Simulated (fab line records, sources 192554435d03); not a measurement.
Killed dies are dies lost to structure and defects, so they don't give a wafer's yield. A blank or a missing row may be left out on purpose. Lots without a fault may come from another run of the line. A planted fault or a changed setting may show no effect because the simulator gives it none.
fab line records | flow n5_finfet
record lots=21 wafers=63 last_day=17
route steps=1938 shown BEOL_M2@856 BEOL_M3@979
lots that met no fault: from a run of the same line without faults
start_h: hours from the record's first day to the start of the lot's first wafer shown | wait_h: hours since the lot's step before | " the same as in the row above | L1.1+2: a row that stands for several wafers | - no value, or no start given | * or withheld: withheld | < > ~ a bound
route shown NAME@n: a module of which the file shows steps, and the number in the route of the first | usual: mean/standard deviation of fault-free wafers | same: alike in all rows | chamber/n: place in a boat | sites: the reading at each site | _std_site: their standard deviation | _edge_site: outer sites' mean less inner sites' | radius_mm: how far each site lies from the wafer's centre | mask NAME#n: copy n | behind: the tool/chamber that last shaped the wafer | hold: why the lot was held/for how many hours/how that ended | device: the transistor (n, p or np) that didn't switch | end of line: the same wafers' tests at the end of the route | a step without rows: its recipe alone | killed: dies lost to structure and defects at the first sort, not the wafer's yield | map: a wafer's dies, x killed, . not, _ none there
set.NAME: the setting as run; set.NAME@STEP: as run at that earlier step | model.NAME: the simulator's own value behind a step, which no gauge read
steps of the route over a sample of lots; a table a step, a row a wafer
services: from which hour (start_h, from the record's first day; less than 0 if before it) a tool's chamber was out of use, for how many hours, and why
## steps
# step N5_BEOL_M2_INSPECT_13
# recipe mode=adi inspect_instrument=brightfield
# usual raw_defect_count=421/82
# columns lot.wafer tool chamber start_h wait_h raw_defect_count
L074.3 defect_inspect-01 - 135.31 0.0 312
L074.4 " - " " 490
L074.5 " - " " 453
L075.1 defect_inspect-01 - 140.83 0.1 400
L075.3 " - " " 375
L075.6 " - " " 503
L076.1 defect_inspect-02 - 149.05 0.1 430
L076.3 " - " " 473
L076.4 " - " " 459
L079.1 defect_inspect-01 - 161.66 0.1 623
L079.4 " - " " 526
L079.6 " - " " 429
L078.1 defect_inspect-01 - 164.97 0.1 491
L078.4 " - " " 583
L078.5 " - " " 371
L080.1 defect_inspect-01 - 170.70 0.1 504
L080.3 " - " " 258
L080.5 " - " " 356
L081.1 defect_inspect-02 - 176.17 0.1 480
L081.2 " - " " 418
L081.5 " - " " 439
L082.1 defect_inspect-01 - 189.38 0.1 451
L082.5 " - " " 467
L082.6 " - " " 450
L083.4 defect_inspect-02 - 198.09 0.0 408
L083.5 " - " " 345
L083.6 " - " " 519
L084.2 defect_inspect-01 - 201.51 0.0 355
L084.4 " - " " 309
L084.5 " - " " 339
L085.2 defect_inspect-02 - 210.61 0.0 440
L085.4 " - " " 423
L085.6 " - " " 412
L086.1 defect_inspect-02 - 213.49 0.1 634
L086.2 " - " " 491
L086.3 " - " " 592
L087.1 defect_inspect-02 - 218.36 0.1 438
L087.2 " - " " 446
L087.6 " - " " 358
L088.1 defect_inspect-02 - 219.33 0.1 447
L088.4 " - " " 561
L088.6 " - " " 456
L090.3 defect_inspect-02 - 230.14 0.0 356
L090.4 " - " " 297
L090.5 " - " " 353
L089.2 defect_inspect-01 - 231.21 0.0 503
L089.3 " - " " 339
L089.5 " - " " 394
L091.2 defect_inspect-01 - 238.06 0.0 387
L091.4 " - " " 356
L091.6 " - " " 385
L092.2 defect_inspect-01 - 239.59 0.0 394
L092.3 " - " " 353
L092.5 " - " " 320
L094.1 defect_inspect-01 - 253.11 0.1 268
L094.3 " - " " 377
L094.4 " - " " 386
L093.1 defect_inspect-02 - 253.27 0.1 421
L093.4 " - " " 334
L093.6 " - " " 328
L095.2 defect_inspect-01 - 271.46 0.0 399
L095.3 " - " " 474
L095.4 " - " " 388
# step N5_BEOL_M2_ETCH_74
# recipe chemistry=N2/H2 target=underlayer target_depth_a=65 mask_material=CAR-EUV time_s=5.2 ion_energy_ev=200 pressure_mtorr=30 source_w=840 bias_w=150 n2_flow_sccm=200 h2_flow_sccm=200 ends=cleared
# usual bias_w=150.0/0.43 drypump_motor_current_A=5.8/0.52 etch_rf_on_time_s=5.24/0.089 oes_product_au=0.66/0.074 rf_vpp_V=524.9/2.7 showerhead_plenum_p_Torr=2.58/0.091 throttle_valve_pct=17.83/0.26
# columns lot.wafer tool chamber start_h wait_h bias_w drypump_motor_current_A etch_rf_on_time_s oes_product_au rf_hours_counter_h rf_vpp_V showerhead_plenum_p_Torr throttle_valve_pct
L074.3 rie_diel-06 1 135.75 0.0 150.0 5.9 5.25 0.59 236 520.2 2.41 18.53
L074.4 " 2 " " 150.7 5.1 5.28 0.61 173 522.8 2.43 18.20
L074.5 " 1 " " 149.8 5.9 5.24 0.58 - 520.2 2.41 18.55
L075.1 rie_diel-02 1 140.90 0.0 150.0 6.6 5.18 0.70 72 528.4 2.69 17.60
L075.3 " 0 " " 150.5 6.4 5.11 0.65 158 525.3 2.54 17.59
L075.6 " 1 " " 149.2 6.6 5.18 0.70 - 528.4 2.69 17.59
L076.1 rie_diel-05 0 149.13 0.0 149.5 5.9 5.16 0.80 12 523.5 2.49 17.47
L076.3 " 2 " " 149.6 5.5 5.27 0.79 4 527.1 2.72 17.59
L076.4 " 3 " " 149.4 4.9 5.34 0.60 184 525.4 2.65 17.95
L079.1 rie_diel-06 1 162.10 0.0 149.6 5.9 5.23 0.57 248 519.1 2.40 18.57
L079.4 " 2 " " 149.8 5.1 5.23 0.62 177 518.2 2.43 18.21
L079.6 " 2 " " 150.2 5.1 5.30 0.62 - 520.8 2.43 18.21
L078.1 rie_diel-05 0 165.16 0.0 149.7 5.9 5.08 0.78 21 522.2 2.48 17.49
L078.4 " 2 " " 150.0 5.6 5.27 0.79 7 529.5 2.72 17.60
L078.5 " 3 " " 150.3 4.9 5.35 0.60 - 525.7 2.64 17.96
L080.1 rie_diel-02 2 170.77 0.0 149.8 5.9 5.21 0.63 189 527.3 2.63 17.84
L080.3 " 0 " " 150.7 6.3 5.11 0.64 171 523.5 2.53 17.60
L080.5 " 2 " " 150.5 5.9 5.25 0.62 - 529.5 2.63 17.84
L081.1 rie_diel-06 2 176.27 0.0 149.8 5.1 5.33 0.61 182 521.6 2.43 18.22
L081.2 " 3 " " 149.5 5.7 5.15 0.75 34 528.7 2.70 17.69
L081.5 " 0 " " 150.6 5.8 5.27 0.58 - 521.3 2.51 18.29
L082.1 rie_diel-02 2 189.45 0.0 150.3 5.9 5.21 0.62 194 525.2 2.63 17.83
L082.5 " 0 " " 149.8 6.4 5.10 0.64 - 521.5 2.53 17.62
L082.6 " 3 " " 150.7 5.8 5.32 0.57 - 523.8 2.51 17.96
L083.4 rie_diel-02 3 198.15 0.0 149.8 5.7 5.39 0.56 242 522.1 2.51 17.96
L083.5 " 3 " " 149.5 5.8 5.31 0.57 - 523.1 2.51 17.93
L083.6 " 0 " " 150.1 6.4 5.14 0.63 - 524.9 2.53 17.63
L084.2 rie_diel-02 0 201.58 0.0 150.3 6.4 5.19 0.63 182 523.5 2.53 17.63
L084.4 " 2 " " 150.7 5.9 5.34 0.62 200 526.0 2.63 17.86
L084.5 " 3 " " 149.8 5.8 5.42 0.56 - 524.4 2.51 17.97
L085.2 rie_diel-02 0 210.67 0.0 149.4 6.4 5.16 0.63 186 524.6 2.53 17.64
L085.4 " 2 " " 150.1 5.9 5.28 0.62 204 526.3 2.63 17.87
L085.6 " 3 " " 149.8 5.8 5.37 0.57 - 521.6 2.50 17.97
L086.1 rie_diel-05 0 213.56 0.0 150.1 5.9 5.14 0.77 38 522.8 2.48 17.50
L086.2 " 1 " " 150.1 5.2 5.16 0.69 90 522.2 2.58 18.15
L086.3 " 2 " " 149.7 5.5 5.22 0.74 23 528.0 2.71 17.64
L087.1 rie_diel-05 0 218.43 0.0 150.0 5.9 5.13 0.75 40 524.6 2.47 17.50
L087.2 " 3 " " 150.2 4.8 5.27 0.60 211 525.5 2.63 18.00
L087.6 " 3 " " 150.8 4.8 5.32 0.59 - 524.4 2.63 17.99
L088.1 rie_diel-05 0 219.51 0.0 149.5 5.8 5.15 0.74 40 522.2 2.47 17.53
L088.4 " 3 " " 149.5 4.8 5.40 0.59 212 525.0 2.63 17.99
L088.6 " 2 " " 149.8 5.6 5.33 0.73 - 528.0 2.71 17.61
L090.3 rie_diel-02 1 230.28 0.0 150.2 6.6 5.24 0.68 97 526.8 2.68 17.64
L090.4 " 0 " " 150.2 6.3 5.22 0.63 - 522.7 2.52 17.64
L090.5 " 2 " " 150.7 5.9 5.31 0.61 - 526.4 2.62 17.89
L089.2 rie_diel-02 0 231.43 0.0 149.9 6.4 5.15 0.63 193 524.3 2.52 17.66
L089.3 " 1 " " 150.4 6.6 5.21 0.68 98 527.9 2.68 17.63
L089.5 " 0 " " 149.5 6.3 5.21 0.63 - 525.3 2.52 17.64
L091.2 rie_diel-06 3 238.29 0.0 149.9 5.8 5.09 0.73 59 529.5 2.69 17.75
L091.4 " 2 " " 150.1 5.1 5.27 0.59 208 519.2 2.41 18.26
L091.6 " 2 " " 149.6 5.1 5.21 0.60 - 518.1 2.41 18.26
L092.2 rie_diel-05 1 239.82 0.0 150.4 5.2 5.22 0.68 100 525.3 2.57 18.17
L092.3 " 0 " " 149.9 5.9 5.19 0.74 47 521.1 2.47 17.53
L092.5 " 2 " " 150.3 5.6 5.39 0.73 - 527.6 2.71 17.66
L094.1 rie_diel-02 2 253.36 0.0 149.8 5.9 5.35 0.61 220 526.9 2.62 17.91
L094.3 " 3 " " 150.2 5.8 5.34 0.81 5 525.4 2.50 17.53
L094.4 " 0 " " 150.6 6.4 5.28 0.61 202 523.2 2.52 17.65
L093.1 rie_diel-05 2 253.70 0.0 149.6 5.6 5.35 0.72 38 527.7 2.70 17.67
L093.4 " 3 " " 151.0 4.9 5.37 0.58 224 528.9 2.63 18.02
L093.6 " 0 " " 149.4 5.9 5.13 0.75 - 521.3 2.47 17.56
L095.2 rie_diel-02 2 271.94 0.0 149.9 5.9 5.33 0.60 226 525.8 2.62 17.89
L095.3 " 0 " " 149.4 6.4 5.21 0.60 207 524.2 2.52 17.66
L095.4 " 1 " " 148.7 6.6 5.23 0.67 112 528.5 2.67 17.67
# step N5_BEOL_M3_STRIP_36
# recipe chemistry=N2/H2 power_w=450 temp_c=40 pressure_mtorr=20 rf_frequency_hz=6e+07 overash_fraction=0.3 bias_power_w=7 h2_frac=0.5 n2_flow_sccm=200 h2_flow_sccm=200
# usual drypump_motor_current_A=5.9/0.6 oes_product_au=0.81/0.098 rf_vpp_V=59.1/1.3 showerhead_plenum_p_Torr=2.55/0.099 throttle_valve_pct=23.57/0.27
# columns lot.wafer tool chamber start_h wait_h drypump_motor_current_A oes_product_au rf_hours_counter_h rf_vpp_V showerhead_plenum_p_Torr throttle_valve_pct
L074.3 rie_diel-03 2 151.08 0.0 5.5 0.75 175 60.6 2.52 24.02
L074.4 " 1 " " 6.1 0.74 136 61.4 2.66 23.54
L074.5 " 2 " " 5.5 0.74 - 60.7 2.52 24.04
L075.1 rie_diel-04 2 154.30 0.0 6.1 0.72 216 58.9 2.51 23.78
L075.3 " 2 " " 6.1 0.72 - 60.0 2.51 23.79
L075.6 " 2 " " 6.1 0.73 - 57.7 2.51 23.78
L076.1 rie_diel-03 2 168.93 0.0 5.5 0.73 181 60.7 2.52 24.03
L076.3 " 0 " " 5.1 0.73 162 59.9 2.43 23.33
L076.4 " 3 " " 6.5 0.93 7 59.4 2.70 23.25
L079.1 rie_diel-04 1 176.17 0.0 5.4 0.95 6 57.2 2.59 23.44
L079.4 " 0 " " 5.3 0.77 155 58.0 2.65 23.91
L079.6 " 0 " " 5.4 0.76 - 58.6 2.65 23.92
L078.1 rie_diel-03 3 183.71 0.0 6.4 0.93 12 58.4 2.70 23.26
L078.4 " 0 " " 5.1 0.73 - 57.0 2.43 23.39
L078.5 " 2 " " 5.5 0.73 - 58.0 2.52 24.02
L080.1 rie_diel-03 0 187.48 0.0 5.2 0.73 168 58.1 2.43 23.37
L080.3 " 3 " " 6.5 0.91 13 59.6 2.70 23.25
L080.5 " 2 " " 5.5 0.73 - 57.8 2.52 24.03
L081.1 rie_diel-04 0 194.94 0.0 5.4 0.76 162 56.9 2.64 23.96
L081.2 " 2 " " 6.1 0.70 232 61.3 2.50 23.82
L081.5 " 0 " " 5.3 0.77 - 56.3 2.64 23.94
L082.1 rie_diel-01 0 204.65 0.0 5.9 0.91 33 60.6 2.69 23.30
L082.5 " 2 " " 6.6 0.96 - 59.8 2.49 23.73
L082.6 " 3 " " 6.2 0.76 - 59.0 2.45 23.41
L083.4 rie_diel-04 0 220.07 0.0 5.4 0.77 169 60.3 2.64 23.93
L083.5 " 3 " " 6.8 0.67 - 62.1 2.40 23.20
L083.6 " 2 " " 6.1 0.69 - 56.5 2.50 23.81
L084.2 rie_diel-04 2 226.17 0.0 6.1 0.69 242 57.9 2.50 23.82
L084.4 " 0 " " 5.4 0.77 172 60.9 2.64 23.95
L084.5 " 1 " " 5.4 0.89 - 58.2 2.58 23.46
L085.2 rie_diel-01 2 229.81 0.0 6.6 0.94 8 60.3 2.49 23.72
L085.4 " 0 " " 5.9 0.90 39 59.9 2.69 23.28
L085.6 " 0 " " 5.9 0.91 - 59.1 2.69 23.29
L086.1 rie_diel-04 2 229.94 0.0 6.1 0.69 244 60.0 2.50 23.83
L086.2 " 3 " " 6.8 0.67 228 59.6 2.40 23.21
L086.3 " 1 " " 5.4 0.90 24 60.9 2.58 23.46
L087.1 rie_diel-03 0 233.02 0.0 5.1 0.74 184 59.1 2.42 23.41
L087.2 " 1 " " 6.1 0.72 160 60.2 2.65 23.60
L087.6 " 1 " " 6.1 0.73 - 61.5 2.65 23.61
L088.1 rie_diel-04 2 237.37 0.0 6.1 0.70 246 61.0 2.50 23.83
L088.4 " 1 " " 5.4 0.90 26 58.6 2.58 23.49
L088.6 " 0 " " 5.4 0.76 - 58.5 2.64 23.96
L089.2 rie_diel-04 3 247.64 0.0 6.8 0.67 235 55.8 2.40 23.23
L089.3 " 1 " " 5.5 0.90 28 60.0 2.58 23.47
L089.5 " 0 " " 5.4 0.76 - 57.8 2.64 23.96
L090.3 rie_diel-01 3 247.64 0.0 6.2 0.76 129 58.1 2.44 23.45
L090.4 " 0 " " 5.8 0.90 43 58.8 2.69 23.28
L090.5 " 1 " " 4.7 0.91 - 59.2 2.60 23.64
L091.2 rie_diel-01 3 260.98 0.0 6.2 0.77 133 59.4 2.44 23.46
L091.4 " 2 " " 6.6 0.92 16 57.7 2.49 23.73
L091.6 " 3 " " 6.2 0.75 - 57.2 2.44 23.45
L092.2 rie_diel-04 0 264.44 0.0 5.4 0.75 186 59.4 2.63 23.96
L092.3 " 3 " " 6.8 0.68 240 60.0 2.39 23.23
L092.5 " 1 " " 5.4 0.89 - 60.3 2.58 23.48
L094.1 rie_diel-01 1 270.93 0.0 4.7 0.91 25 58.8 2.60 23.69
L094.3 " 3 " " 6.3 0.75 136 60.1 2.44 23.46
L094.4 " 0 " " 5.9 0.88 51 62.2 2.69 23.28
L093.1 rie_diel-03 2 271.97 0.0 5.5 0.71 215 57.4 2.51 24.05
L093.4 " 0 " " 5.1 0.71 196 57.5 2.41 23.40
L093.6 " 2 " " 5.5 0.71 - 58.7 2.51 24.07
L095.2 rie_diel-01 2 288.95 0.0 6.5 0.89 24 57.7 2.48 23.74
L095.3 " 0 " " 5.9 0.87 57 58.6 2.68 23.31
L095.4 " 2 " " 6.6 0.91 - 58.7 2.48 23.76
# step N5_BEOL_M3_TRENCH_ETCH_37
# recipe chemistry=C4F6/O2 target_depth_a=555.55 target=SiOC time_s=29.2 ion_energy_ev=250 pressure_mtorr=30 source_w=355 bias_w=185 Ar_flow_sccm=300 C4F6_flow_sccm=10 O2_flow_sccm=10
# usual bias_w=185.1/0.57 drypump_motor_current_A=5.9/0.6 oes_product_au=0.81/0.1 rf_vpp_V=665/7.2 showerhead_plenum_p_Torr=2.86/0.11 throttle_valve_pct=20.82/0.17
# columns lot.wafer tool chamber start_h wait_h bias_w drypump_motor_current_A oes_product_au rf_hours_counter_h rf_vpp_V showerhead_plenum_p_Torr throttle_valve_pct
L074.3 rie_diel-03 2 - - 184.5 5.5 0.74 176 663 2.84 21.02
L074.4 " 1 " " 185.8 6.1 0.74 136 679 2.96 20.90
L074.5 " 2 " " 184.7 5.5 0.73 - 664 2.84 20.98
L075.1 rie_diel-04 2 - - 185.7 6.1 0.71 216 665 2.82 20.97
L075.3 " 2 " " 185.8 6.1 0.72 - 665 2.82 20.97
L075.6 " 2 " " 185.7 6.2 0.72 - 665 2.82 20.97
L076.1 rie_diel-03 2 - - 184.4 5.5 0.73 181 664 2.84 20.99
L076.3 " 0 " " 185.0 5.1 0.74 162 657 2.73 20.69
L076.4 " 3 " " 184.3 6.4 0.94 7 676 3.03 20.53
L079.1 rie_diel-04 1 - - 184.5 5.4 0.96 6 669 2.93 20.83
L079.4 " 0 " " 184.5 5.3 0.76 155 659 2.97 21.04
L079.6 " 0 " " 185.3 5.3 0.77 - 658 2.97 21.05
L078.1 rie_diel-03 3 - - 183.7 6.4 0.93 12 676 3.03 20.54
L078.4 " 0 " " 184.6 5.1 0.73 - 657 2.73 20.71
L078.5 " 2 " " 185.8 5.4 0.73 - 663 2.84 21.01
L080.1 rie_diel-03 0 - - 186.2 5.2 0.73 168 658 2.73 20.70
L080.3 " 3 " " 185.1 6.5 0.93 13 676 3.03 20.55
L080.5 " 2 " " 185.3 5.5 0.73 - 663 2.84 21.02
L081.1 rie_diel-04 0 - - 184.8 5.4 0.75 162 658 2.96 21.04
L081.2 " 2 " " 185.1 6.1 0.69 232 665 2.81 20.97
L081.5 " 0 " " 185.1 5.4 0.77 - 657 2.96 21.06
L082.1 rie_diel-01 0 - - 184.7 5.8 0.91 33 658 3.01 20.57
L082.5 " 2 " " 185.4 6.6 0.99 - 663 2.80 20.85
L082.6 " 3 " " 186.1 6.2 0.77 - 678 2.75 20.67
L083.4 rie_diel-04 0 - - 185.8 5.4 0.76 169 659 2.96 21.07
L083.5 " 3 " " 185.0 6.8 0.67 - 656 2.70 20.67
L083.6 " 2 " " 185.1 6.1 0.70 - 663 2.81 21.02
L084.2 rie_diel-04 2 - - 184.5 6.1 0.69 242 663 2.80 21.02
L084.4 " 0 " " 184.9 5.4 0.76 172 659 2.96 21.07
L084.5 " 1 " " 184.6 5.4 0.92 - 669 2.92 20.88
L085.2 rie_diel-01 2 - - 184.7 6.6 0.95 8 664 2.80 20.86
L085.4 " 0 " " 185.2 5.9 0.91 39 657 3.00 20.58
L085.6 " 0 " " 184.8 5.8 0.91 - 655 3.00 20.59
L086.1 rie_diel-04 2 - - 185.6 6.1 0.69 244 665 2.80 20.99
L086.2 " 3 " " 185.3 6.8 0.67 228 657 2.70 20.68
L086.3 " 1 " " 184.9 5.4 0.91 24 670 2.92 20.86
L087.1 rie_diel-03 0 - - 184.4 5.1 0.72 184 656 2.72 20.69
L087.2 " 1 " " 185.2 6.1 0.73 160 680 2.95 20.95
L087.6 " 1 " " 185.5 6.1 0.72 - 679 2.95 20.94
L088.1 rie_diel-04 2 - - 184.5 6.1 0.70 246 665 2.80 21.02
L088.4 " 1 " " 186.1 5.4 0.90 26 669 2.92 20.85
L088.6 " 0 " " 184.6 5.4 0.75 - 659 2.96 21.08
L089.2 rie_diel-04 3 - - 184.4 6.8 0.67 235 656 2.69 20.68
L089.3 " 1 " " 185.9 5.4 0.90 28 669 2.92 20.85
L089.5 " 0 " " 184.8 5.4 0.74 - 659 2.95 21.08
L090.3 rie_diel-01 3 - - 185.8 6.2 0.76 129 677 2.74 20.68
L090.4 " 0 " " 184.8 5.9 0.89 43 658 3.00 20.59
L090.5 " 1 " " 186.3 4.7 0.93 - 670 2.91 20.88
L091.2 rie_diel-01 3 - - 184.2 6.2 0.77 133 678 2.74 20.68
L091.4 " 2 " " 185.5 6.5 0.93 16 664 2.79 20.89
L091.6 " 3 " " 185.0 6.2 0.77 - 676 2.74 20.69
L092.2 rie_diel-04 0 - - 185.2 5.4 0.74 186 659 2.95 21.08
L092.3 " 3 " " 185.1 6.8 0.66 240 655 2.69 20.68
L092.5 " 1 " " 184.7 5.4 0.90 - 668 2.91 20.88
L094.1 rie_diel-01 1 - - 185.5 4.7 0.91 25 668 2.91 20.88
L094.3 " 3 " " 185.2 6.2 0.76 136 675 2.74 20.71
L094.4 " 0 " " 185.4 5.8 0.88 51 656 3.00 20.61
L093.1 rie_diel-03 2 - - 185.9 5.5 0.71 215 664 2.82 21.04
L093.4 " 0 " " 185.5 5.1 0.71 196 657 2.72 20.74
L093.6 " 2 " " 185.3 5.5 0.70 - 663 2.82 21.04
L095.2 rie_diel-01 2 - - 184.7 6.6 0.90 24 664 2.79 20.88
L095.3 " 0 " " 185.6 5.8 0.87 57 655 2.99 20.59
L095.4 " 2 " " 185.7 6.6 0.90 - 663 2.79 20.89
# step N5_BEOL_M3_ETCH_41
# recipe chemistry=CH3F/O2 target=SiCN target_depth_a=299 taper_deg=2 time_s=52.5 ion_energy_ev=120 mask_material=TiN pressure_mtorr=30 source_w=395 bias_w=75 Ar_flow_sccm=150 CH3F_flow_sccm=30 O2_flow_sccm=20
# usual bias_w=74.98/0.24 drypump_motor_current_A=5.8/0.6 oes_product_au=0.81/0.1 rf_vpp_V=297.5/1.8 showerhead_plenum_p_Torr=2.01/0.079 throttle_valve_pct=16.27/0.17
# columns lot.wafer tool chamber start_h wait_h bias_w drypump_motor_current_A oes_product_au rf_hours_counter_h rf_vpp_V showerhead_plenum_p_Torr throttle_valve_pct
L074.3 rie_diel-03 2 - - 75.09 5.5 0.74 176 297.5 2.00 16.44
L074.4 " 1 " " 75.14 6.1 0.74 136 298.4 2.09 16.37
L074.5 " 2 " " 75.29 5.4 0.74 - 297.4 2.00 16.43
L075.1 rie_diel-04 2 - - 75.14 6.1 0.71 216 296.8 1.98 16.48
L075.3 " 2 " " 74.92 6.1 0.71 - 299.5 1.98 16.48
L075.6 " 2 " " 74.86 6.1 0.71 - 298.0 1.98 16.49
L076.1 rie_diel-03 2 - - 75.11 5.5 0.73 181 297.7 1.99 16.45
L076.3 " 0 " " 75.11 5.1 0.73 162 296.4 1.92 16.17
L076.4 " 3 " " 75.16 6.4 0.94 7 299.5 2.14 15.95
L079.1 rie_diel-04 1 - - 75.00 5.4 0.96 6 297.0 2.06 16.21
L079.4 " 0 " " 74.43 5.4 0.76 155 298.3 2.09 16.48
L079.6 " 0 " " 74.86 5.4 0.77 - 297.6 2.09 16.48
L078.1 rie_diel-03 3 - - 74.87 6.4 0.93 12 298.8 2.14 15.95
L078.4 " 0 " " 75.22 5.1 0.73 - 295.0 1.92 16.18
L078.5 " 2 " " 74.90 5.5 0.73 - 297.1 1.99 16.46
L080.1 rie_diel-03 0 - - 74.47 5.1 0.72 168 295.2 1.91 16.18
L080.3 " 3 " " 74.87 6.5 0.92 13 300.0 2.13 15.95
L080.5 " 2 " " 75.27 5.5 0.73 - 296.8 1.99 16.47
L081.1 rie_diel-04 0 - - 75.00 5.4 0.76 162 297.5 2.08 16.47
L081.2 " 2 " " 75.35 6.1 0.70 232 295.6 1.97 16.50
L081.5 " 0 " " 74.63 5.3 0.77 - 300.5 2.08 16.49
L082.1 rie_diel-01 0 - - 74.97 5.8 0.92 33 299.4 2.12 16.03
L082.5 " 2 " " 75.04 6.6 0.98 - 295.9 1.97 16.24
L082.6 " 3 " " 75.30 6.2 0.77 - 295.3 1.93 16.15
L083.4 rie_diel-04 0 - - 74.78 5.4 0.77 169 299.6 2.08 16.49
L083.5 " 3 " " 75.01 6.8 0.68 - 294.9 1.89 16.24
L083.6 " 2 " " 75.58 6.1 0.70 - 296.5 1.97 16.53
L084.2 rie_diel-04 2 - - 74.93 6.1 0.70 242 297.1 1.97 16.54
L084.4 " 0 " " 74.76 5.4 0.75 172 299.8 2.08 16.50
L084.5 " 1 " " 75.22 5.4 0.91 - 297.5 2.05 16.21
L085.2 rie_diel-01 2 - - 75.20 6.5 0.95 8 296.3 1.97 16.25
L085.4 " 0 " " 74.86 5.8 0.91 39 301.4 2.12 16.03
L085.6 " 0 " " 75.44 5.8 0.90 - 299.5 2.12 16.04
L086.1 rie_diel-04 2 - - 74.80 6.1 0.69 244 296.1 1.97 16.53
L086.2 " 3 " " 75.01 6.8 0.67 228 294.7 1.89 16.24
L086.3 " 1 " " 74.82 5.4 0.91 24 296.7 2.05 16.24
L087.1 rie_diel-03 0 - - 74.48 5.1 0.72 184 296.3 1.91 16.23
L087.2 " 1 " " 75.02 6.1 0.73 160 299.9 2.08 16.44
L087.6 " 1 " " 75.01 6.1 0.72 - 298.4 2.08 16.42
L088.1 rie_diel-04 2 - - 74.92 6.1 0.69 246 296.6 1.97 16.53
L088.4 " 1 " " 75.24 5.4 0.90 26 298.8 2.05 16.24
L088.6 " 0 " " 74.90 5.4 0.76 - 298.0 2.08 16.52
L089.2 rie_diel-04 3 - - 74.91 6.8 0.67 235 294.1 1.89 16.24
L089.3 " 1 " " 75.01 5.4 0.91 28 298.3 2.05 16.24
L089.5 " 0 " " 74.89 5.4 0.75 - 298.4 2.08 16.51
L090.3 rie_diel-01 3 - - 74.90 6.2 0.76 129 295.7 1.92 16.16
L090.4 " 0 " " 74.69 5.8 0.89 43 300.0 2.11 16.04
L090.5 " 1 " " 75.23 4.7 0.92 - 298.7 2.05 16.25
L091.2 rie_diel-01 3 - - 75.11 6.2 0.76 133 295.2 1.92 16.16
L091.4 " 2 " " 75.46 6.6 0.93 16 296.4 1.96 16.27
L091.6 " 3 " " 75.30 6.2 0.75 - 293.8 1.92 16.17
L092.2 rie_diel-04 0 - - 74.62 5.4 0.75 186 298.8 2.08 16.54
L092.3 " 3 " " 75.05 6.8 0.67 240 295.2 1.89 16.26
L092.5 " 1 " " 74.38 5.4 0.90 - 297.1 2.05 16.26
L094.1 rie_diel-01 1 - - 75.07 4.7 0.89 25 299.1 2.05 16.27
L094.3 " 3 " " 75.00 6.2 0.76 136 295.0 1.92 16.18
L094.4 " 0 " " 74.94 5.9 0.87 51 299.3 2.11 16.06
L093.1 rie_diel-03 2 - - 74.81 5.5 0.71 215 298.4 1.98 16.52
L093.4 " 0 " " 75.22 5.1 0.71 196 295.8 1.91 16.23
L093.6 " 2 " " 74.88 5.5 0.70 - 297.4 1.98 16.53
L095.2 rie_diel-01 2 - - 75.02 6.6 0.91 24 296.6 1.96 16.30
L095.3 " 0 " " 75.21 5.8 0.88 57 299.0 2.11 16.05
L095.4 " 2 " " 74.94 6.5 0.91 - 295.6 1.96 16.28
# step N5_BEOL_M3_DEGAS_44
# recipe ambient=vacuum temp_c=250 time_s=60
# usual heater_power_w=315/30
# columns lot.wafer tool chamber start_h wait_h heater_power_w
L074.3 pvd_sputter-03 - 152.04 0.6 285
L074.4 " - " " 283
L074.5 " - " " 286
L075.1 pvd_sputter-03 - 154.96 0.2 319
L075.3 " - " " 286
L075.6 " - " " 283
L076.1 pvd_sputter-03 - 169.54 0.3 334
L076.3 " - " " 288
L076.4 " - " " 290
L079.1 pvd_sputter-01 - 177.24 0.7 264
L079.4 " - " " 325
L079.6 " - " " 357
L078.1 pvd_sputter-03 - 184.27 0.2 335
L078.4 " - " " 288
L078.5 " - " " 335
L080.1 pvd_sputter-02 - 188.46 0.6 376
L080.3 " - " " 286
L080.5 " - " " 381
L081.1 pvd_sputter-01 - 197.52 2.2 350
L081.2 " - " " 272
L081.5 " - " " 269
L082.1 pvd_sputter-01 - 205.44 0.4 309
L082.5 " - " " 347
L082.6 " - " " 271
L083.4 pvd_sputter-01 - 220.82 0.4 322
L083.5 " - " " 270
L083.6 " - " " 347
L084.2 pvd_sputter-02 - 226.83 0.3 321
L084.4 " - " " 284
L084.5 " - " " 318
L085.2 pvd_sputter-01 - 230.55 0.4 347
L085.4 " - " " 271
L085.6 " - " " 275
L086.1 pvd_sputter-03 - 230.57 0.3 279
L086.2 " - " " 296
L086.3 " - " " 321
L087.1 pvd_sputter-01 - 233.97 0.6 323
L087.2 " - " " 311
L087.6 " - " " 318
L088.1 pvd_sputter-02 - 237.84 0.1 326
L088.4 " - " " 373
L088.6 " - " " 382
L090.3 pvd_sputter-01 - 248.17 0.2 313
L090.4 " - " " 331
L090.5 " - " " 278
L089.2 pvd_sputter-02 - 248.19 0.2 377
L089.3 " - " " 288
L089.5 " - " " 368
L091.2 pvd_sputter-01 - 261.82 0.5 270
L091.4 " - " " 311
L091.6 " - " " 314
L092.2 pvd_sputter-03 - 265.11 0.3 289
L092.3 " - " " 285
L092.5 " - " " 330
L094.1 pvd_sputter-01 - 271.53 0.2 274
L094.3 " - " " 359
L094.4 " - " " 333
L093.1 pvd_sputter-02 - 273.79 1.5 336
L093.4 " - " " 287
L093.6 " - " " 285
L095.2 pvd_sputter-01 - 289.81 0.5 312
L095.3 " - " " 269
L095.4 " - " " 323
## services
# columns tool chamber start_h hours kind
rie_diel-03 3 122.82 - clean
rie_diel-03 3 122.82 - consumable_replace:focus_ring
rie_diel-03 3 122.82 - consumable_replace:showerhead
rie_diel-03 3 122.82 24.2 scheduled_down
rie_diel-03 3 122.82 24.2 vent_cycle
rie_diel-03 - 123.29 14.6 pm
rie_diel-04 2 124.85 24.6 repair
rie_diel-01 1 144.70 - clean
rie_diel-04 1 149.68 - clean
rie_diel-04 1 149.68 - consumable_replace:focus_ring
rie_diel-04 0 161.53 6.6 repair
rie_diel-03 1 175.27 12.3 repair
rie_diel-04 3 193.45 8.9 repair
rie_diel-06 0 200.31 15.8 repair
rie_diel-04 - 211.67 2.8 pm
rie_diel-01 - 217.33 9.7 repair
rie_diel-04 - 217.33 2.1 repair
rie_diel-01 - 229.97 2.8 pm
rie_diel-04 1 239.23 6.4 repair
rie_diel-04 2 247.20 - clean
rie_diel-04 2 247.20 - consumable_replace:focus_ring
rie_diel-04 2 247.20 17.3 scheduled_down
rie_diel-04 2 247.20 17.3 vent_cycle
rie_diel-01 3 284.47 7.4 repair
## key
fault none
